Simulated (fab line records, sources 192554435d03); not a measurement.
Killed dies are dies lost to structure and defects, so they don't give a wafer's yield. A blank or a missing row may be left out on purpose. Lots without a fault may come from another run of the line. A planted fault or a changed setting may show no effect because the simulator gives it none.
fab line records | flow n5_finfet
record lots=6 wafers=18 last_day=16
route steps=1938 shown BEOL_M6@1212
lots that met no fault: from a run of the same line without faults
start_h: hours from the record's first day to the start of the lot's first wafer shown | wait_h: hours since the lot's step before | " the same as in the row above | L1.1+2: a row that stands for several wafers | - no value, or no start given | * or withheld: withheld | < > ~ a bound
route shown NAME@n: a module of which the file shows steps, and the number in the route of the first | usual: mean/standard deviation of fault-free wafers | same: alike in all rows | chamber/n: place in a boat | sites: the reading at each site | _std_site: their standard deviation | _edge_site: outer sites' mean less inner sites' | radius_mm: how far each site lies from the wafer's centre | mask NAME#n: copy n | behind: the tool/chamber that last shaped the wafer | hold: why the lot was held/for how many hours/how that ended | device: the transistor (n, p or np) that didn't switch | end of line: the same wafers' tests at the end of the route | a step without rows: its recipe alone | killed: dies lost to structure and defects at the first sort, not the wafer's yield | map: a wafer's dies, x killed, . not, _ none there
set.NAME: the setting as run; set.NAME@STEP: as run at that earlier step | model.NAME: the simulator's own value behind a step, which no gauge read
lots at some steps of the route; a table a step, a row a wafer
services: from which hour (start_h, from the record's first day; less than 0 if before it) a tool's chamber was out of use, for how many hours, and why
## steps
# step N5_BEOL_M6_ETCH_62
# recipe chemistry=N2/H2 target=SOC target_depth_a=1100 overetch_a=220 mask_material=SiARC temp_c=40 time_s=165 ion_energy_ev=200 pressure_mtorr=30 source_w=840 bias_w=150 n2_flow_sccm=200 h2_flow_sccm=200
# usual drypump_motor_current_A=5.9/0.55 h2_flow_sccm=200.0/0.59 oes_product_au=0.64/0.053 rf_vpp_V=523.4/2.3 showerhead_plenum_p_Torr=2.53/0.076 throttle_valve_pct=17.9/0.31
# columns lot.wafer tool chamber start_h wait_h drypump_motor_current_A h2_flow_sccm oes_product_au rf_hours_counter_h rf_vpp_V showerhead_plenum_p_Torr throttle_valve_pct
L951.1 rie_diel-05 0 189.15 0.0 6.4 200.3 0.69 100 524.5 2.56 17.8
L951.2 " 2 " " 6.2 200.0 0.61 200 523.6 2.53 18.3
L951.6 " 2 " " 6.2 199.4 0.61 - 524.3 2.53 18.3
L953.1 rie_diel-06 1 204.23 0.0 5.5 199.4 0.60 197 520.3 2.42 18.3
L953.2 " 2 " " 4.9 200.7 0.58 219 525.8 2.62 18.3
L953.5 " 0 " " 5.8 200.7 0.60 - 521.3 2.40 18.1
L958.3 rie_diel-05 0 268.21 0.0 6.4 199.7 0.66 126 522.3 2.55 17.8
L958.4 " 1 " " 6.7 199.7 0.63 143 523.7 2.54 17.5
L958.5 " 0 " " 6.4 199.7 0.66 - 525.8 2.55 17.8
L960.1 rie_diel-05 1 282.70 0.0 6.7 200.4 0.63 148 524.4 2.54 17.5
L960.2 " 3 " " 5.5 199.9 0.69 80 521.3 2.47 17.7
L960.4 " 0 " " 6.4 199.5 0.67 130 525.0 2.55 17.8
L971.2 rie_diel-06 2 336.67 0.0 4.9 200.1 0.83 1 525.3 2.60 17.8
L971.5 " 3 " " 5.0 200.5 0.59 - 521.0 2.42 17.6
L971.6 " 2 " " 4.9 200.0 0.83 - 524.6 2.60 17.8
L973.2 rie_diel-05 2 342.96 0.0 6.3 200.5 0.58 249 522.1 2.51 18.4
L973.3 " 1 " " 6.7 200.3 0.62 168 524.5 2.53 17.5
L973.4 " 0 " " 6.4 201.3 0.64 151 524.1 2.54 17.8
# step N5_BEOL_M6_STRIP_68
# recipe chemistry=N2/H2 temp_c=40 n2_flow_sccm=200 h2_flow_sccm=200 rf_frequency_hz=6e+07
# step N5_BEOL_M6_STRIP_67
# recipe chemistry=CF4 resist=SiARC power_w=300 bias_power_w=75 pressure_mtorr=50 cf4_flow_sccm=150 rf_frequency_hz=6e+07
# usual drypump_motor_current_A=5.9/0.55 oes_product_au=0.76/0.062 rf_vpp_V=270.9/1.5 showerhead_plenum_p_Torr=1.78/0.052 throttle_valve_pct=13.63/0.26
# columns lot.wafer tool chamber start_h wait_h drypump_motor_current_A oes_product_au rf_hours_counter_h rf_vpp_V showerhead_plenum_p_Torr throttle_valve_pct
L951.1 rie_diel-05 0 189.29 0.0 6.4 0.81 100 270.2 1.81 13.55
L951.2 " 2 " " 6.2 0.72 200 271.1 1.79 13.94
L951.6 " 2 " " 6.3 0.72 - 270.8 1.79 13.91
L953.1 rie_diel-06 1 204.37 0.0 5.5 0.71 197 269.9 1.71 13.99
L953.2 " 2 " " 4.9 0.69 219 272.6 1.84 14.04
L953.5 " 0 " " 5.8 0.70 - 268.4 1.70 13.92
L958.3 rie_diel-05 0 268.36 0.0 6.4 0.79 126 271.5 1.80 13.61
L958.4 " 1 " " 6.6 0.75 144 270.7 1.79 13.29
L958.5 " 0 " " 6.4 0.78 - 272.5 1.80 13.61
L960.1 rie_diel-05 1 282.85 0.0 6.7 0.75 148 271.9 1.79 13.29
L960.2 " 3 " " 5.5 0.82 80 269.4 1.73 13.38
L960.4 " 0 " " 6.4 0.78 130 270.9 1.80 13.61
L971.2 rie_diel-06 2 336.81 0.0 4.9 0.98 1 272.4 1.83 13.47
L971.5 " 3 " " 5.0 0.69 - 269.9 1.71 13.43
L971.6 " 2 " " 4.9 0.97 - 272.5 1.83 13.48
L973.2 rie_diel-05 2 343.11 0.0 6.2 0.69 249 270.1 1.77 14.03
L973.3 " 1 " " 6.6 0.73 168 273.6 1.78 13.32
L973.4 " 0 " " 6.4 0.76 151 272.5 1.80 13.68
# step N5_BEOL_M6_HM_OPEN_17
# recipe chemistry=Cl2/BCl3 target_depth_a=200 overetch_a=60 target=TiN mask_material=SOC ion_energy_ev=150 pressure_mtorr=10 icp_w=1000 bias_w=126 Cl2_flow_sccm=53.25 bcl3_flow_sccm=21.75 Ar_flow_sccm=25
# usual drypump_motor_current_A=5.8/0.6 oes_product_au=0.69/0.063 throttle_valve_pct=22.07/0.11
# columns lot.wafer tool chamber start_h wait_h drypump_motor_current_A oes_product_au rf_hours_counter_h throttle_valve_pct
L951.1 rie_metal-02 0 189.33 0.0 5.3 0.54 116 22.25
L951.2 " 1 " " 6.1 0.61 73 22.27
L951.6 " 1 " " 6.1 0.60 - 22.28
L953.1 rie_metal-03 0 204.42 0.0 6.5 0.73 17 22.09
L953.2 " 1 " " 5.7 0.65 44 22.04
L953.5 " 1 " " 5.7 0.64 - 22.05
L958.3 rie_metal-03 1 268.43 0.1 5.7 0.63 - 22.05
L958.4 " 0 " " 6.5 0.70 - 22.11
L958.5 " 1 " " 5.7 0.63 - 22.05
L960.1 rie_metal-01 1 282.89 0.0 5.9 0.73 16 21.94
L960.2 " 0 " " 4.6 0.74 18 21.96
L960.4 " 1 " " 5.9 0.71 - 21.98
L971.2 rie_metal-01 0 336.85 0.0 4.6 0.73 22 21.97
L971.5 " 0 " " 4.6 0.72 - 21.97
L971.6 " 1 " " 5.9 0.72 - 21.93
L973.2 rie_metal-03 1 343.15 0.0 5.7 0.63 54 22.04
L973.3 " 1 " " 5.7 0.63 - 22.06
L973.4 " 0 " " 6.4 0.69 - 22.10
# step N5_BEOL_M6_STRIP_19
# recipe chemistry=O2 power_w=400 temp_c=40 pressure_mtorr=30 rf_frequency_hz=6e+07 bias_power_w=0 overash_fraction=0.2 o2_flow_sccm=225
# usual drypump_motor_current_A=5.8/0.56 oes_product_au=0.75/0.076 rf_vpp_V=3.7/0.58 showerhead_plenum_p_Torr=2.07/0.067 throttle_valve_pct=16.75/0.28
# columns lot.wafer tool chamber start_h wait_h drypump_motor_current_A oes_product_au rf_hours_counter_h rf_vpp_V showerhead_plenum_p_Torr throttle_valve_pct
L951.1 rie_diel-06 2 189.45 0.1 4.9 0.69 216 3.4 2.15 17.08
L951.2 " 3 " " 5.0 0.72 183 3.3 2.02 16.40
L951.6 " 1 " " 5.5 0.70 - 2.2 2.00 17.12
L953.1 rie_diel-02 1 204.53 0.1 6.7 0.81 88 3.4 2.20 16.35
L953.2 " 2 " " 6.1 0.77 119 3.9 2.10 16.66
L953.5 " 1 " " 6.7 0.82 - 3.9 2.20 16.34
L958.3 rie_diel-06 0 268.51 0.1 5.8 0.67 244 3.9 1.96 16.95
L958.4 " 3 " " 5.0 0.71 205 3.4 2.01 16.45
L958.5 " 2 " " 4.9 0.67 - 3.6 2.15 17.14
L960.1 rie_diel-06 2 283.00 0.1 4.9 0.66 244 4.2 2.14 17.13
L960.2 " 1 " " 5.5 0.68 224 3.1 1.99 17.16
L960.4 " 3 " " 5.0 0.71 210 3.6 2.01 16.45
L971.2 rie_diel-02 3 337.01 0.1 5.7 0.99 2 3.7 2.08 16.54
L971.5 " 3 " " 5.7 0.98 - 3.8 2.08 16.51
L971.6 " 0 " " 5.7 0.74 - 3.1 2.08 16.85
L973.2 rie_diel-02 2 343.34 0.2 6.1 0.72 170 3.4 2.08 16.75
L973.3 " 3 " " 5.7 0.98 5 3.4 2.08 16.56
L973.4 " 1 " " 6.7 0.76 139 2.8 2.18 16.43
# step N5_BEOL_M6_CD_MEAS_18
# recipe pitch_nm=80 target_cd_nm=40
# usual cd_nm=40.0/0.68
# columns lot.wafer tool chamber start_h wait_h cd_nm
L951.1 cd_sem-02 - 189.52 0.0 40.4
L951.2 " - " " 40.1
L951.6 " - " " 40.3
L953.1 cd_sem-01 - 204.60 0.0 40.7
L953.2 " - " " 40.0
L953.5 " - " " 40.6
L958.3 cd_sem-02 - 268.58 0.1 39.7
L958.4 " - " " 39.4
L958.5 " - " " 39.8
L960.1 cd_sem-03 - 283.07 0.0 39.5
L960.2 " - " " 39.8
L960.4 " - " " 40.0
L971.2 cd_sem-03 - 337.08 0.1 40.1
L971.5 " - " " 39.5
L971.6 " - " " 41.1
L973.2 cd_sem-01 - 343.41 0.1 39.5
L973.3 " - " " 39.0
L973.4 " - " " 39.1
# step N5_BEOL_M6_COAT_63
# recipe resist=SOC temp_c=250 time_s=60 spin_rpm=1500 resist_thk_nm=60
# step N5_BEOL_M6_COAT_64
# recipe resist=SiARC temp_c=220 time_s=60 spin_rpm=1500 resist_thk_nm=12
# step N5_BEOL_M6_COAT_71
# recipe resist=underlayer temp_c=205 time_s=60 spin_rpm=1500 resist_thk_nm=5
# step N5_BEOL_M6_COAT_22
# recipe resist=CAR-EUV spin_rpm=1500 resist_thk_nm=30
# step N5_BEOL_M6_EBR_24
# recipe solvent=PGMEA ebr_width_mm=1.5
# step N5_BEOL_M6_SOFTBAKE_23
# recipe temp_c=110 time_s=60 resist=CAR-EUV
# step N5_BEOL_M6_EXPOSE_25
# recipe mask_id=V5 na=0.33 source_shape=annular sigma_inner=0.4 sigma_outer=0.8 polarization=unpolarized target_cd_nm=40 dose_mj=45
# usual exposure_dose_mJ_cm2=45.2/0.38 focus_offset_nm=0.0/0.48 na=0.33/0
# columns lot.wafer tool chamber start_h wait_h mask exposure_dose_mJ_cm2 focus_offset_nm na
L951.1 euv_scanner-02 0 190.08 - V5#0 45.6 -0.8 0.33
L951.2 " 0 " " V5#0 45.6 0.1 0.33
L951.6 " 0 " " V5#0 45.6 -0.3 0.33
L953.1 euv_scanner-02 0 204.77 - V5#0 45.6 0.7 0.33
L953.2 " 0 " " V5#0 45.6 -0.1 0.33
L953.5 " 0 " " V5#0 45.7 0.0 0.33
L958.3 euv_scanner-01 0 269.72 - V5#0 44.8 -0.1 0.33
L958.4 " 0 " " V5#0 44.8 -0.2 0.33
L958.5 " 0 " " V5#0 44.8 -0.7 0.33
L960.1 euv_scanner-01 0 283.24 - V5#0 44.9 -0.1 0.33
L960.2 " 0 " " V5#0 44.8 -0.6 0.33
L960.4 " 0 " " V5#0 44.9 0.0 0.33
L971.2 euv_scanner-01 - 339.07 - V5#0 - - -
L971.5 " - " " V5#0 - - -
L971.6 " - " " V5#0 - - -
L973.2 euv_scanner-01 - 345.92 - V5#0 - - -
L973.3 " - " " V5#0 - - -
L973.4 " - " " V5#0 - - -
# step N5_BEOL_M6_PEB_26
# recipe peb_temp_c=100 peb_time_s=60 resist=CAR-EUV
## services
# columns tool chamber start_h hours kind
euv_scanner-02 - 174.16 1.3 repair
rie_diel-05 2 176.47 4.3 repair
euv_scanner-02 - 190.53 1.0 pm
euv_scanner-02 - 191.78 0.7 repair
euv_scanner-01 - 197.81 1.0 pm
euv_scanner-01 - 199.14 5.8 pm
euv_scanner-02 - 205.96 2.1 repair
rie_diel-02 - 212.23 1.0 repair
rie_diel-06 - 227.77 0.4 repair
rie_diel-05 3 229.94 6.9 repair
rie_diel-05 2 235.44 7.4 repair
euv_scanner-01 - 238.58 12.0 pm
euv_scanner-02 - 244.11 1.1 repair
euv_scanner-02 - 250.58 1.0 pm
euv_scanner-01 - 253.11 4.6 pm
euv_scanner-02 - 257.71 4.6 pm
rie_diel-05 - 260.09 1.4 repair
euv_scanner-01 - 262.31 1.0 pm
euv_scanner-02 - 271.80 10.0 repair
rie_metal-03 - 290.84 14.6 pm
rie_diel-02 0 294.09 10.7 repair
rie_diel-06 1 306.01 2.9 repair
euv_scanner-01 - 310.11 1.0 pm
euv_scanner-01 - 335.02 0.2 repair
## key
first_sign step=N5_BEOL_M6_EXPOSE_25 reading=tool_record direction=missing
effect none on later readings
met_at N5_BEOL_M6_EXPOSE_25
struck_wafers L971.2,L971.5,L971.6,L973.2,L973.3,L973.4
later_rows_left_out L971.2,L971.5,L971.6,L973.2,L973.3,L973.4
sort_left_out L971.2,L971.5,L971.6,L973.2,L973.3,L973.4
onset_between 283.24 339.07
fault kind=skipped_step_whole tool=euv_scanner-01 chamber=- onset_h=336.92 steps=N5_BEOL_M6_EXPOSE_25 scope=struck_lots_only
# sort_left_out: the simulated sort isn't trusted on such a fault, so these wafers' sort isn't shown, and their yield isn't known
# later_rows_left_out: the simulator's readings of these wafers behind a module that went badly wrong aren't trusted and aren't shown, but for the sort
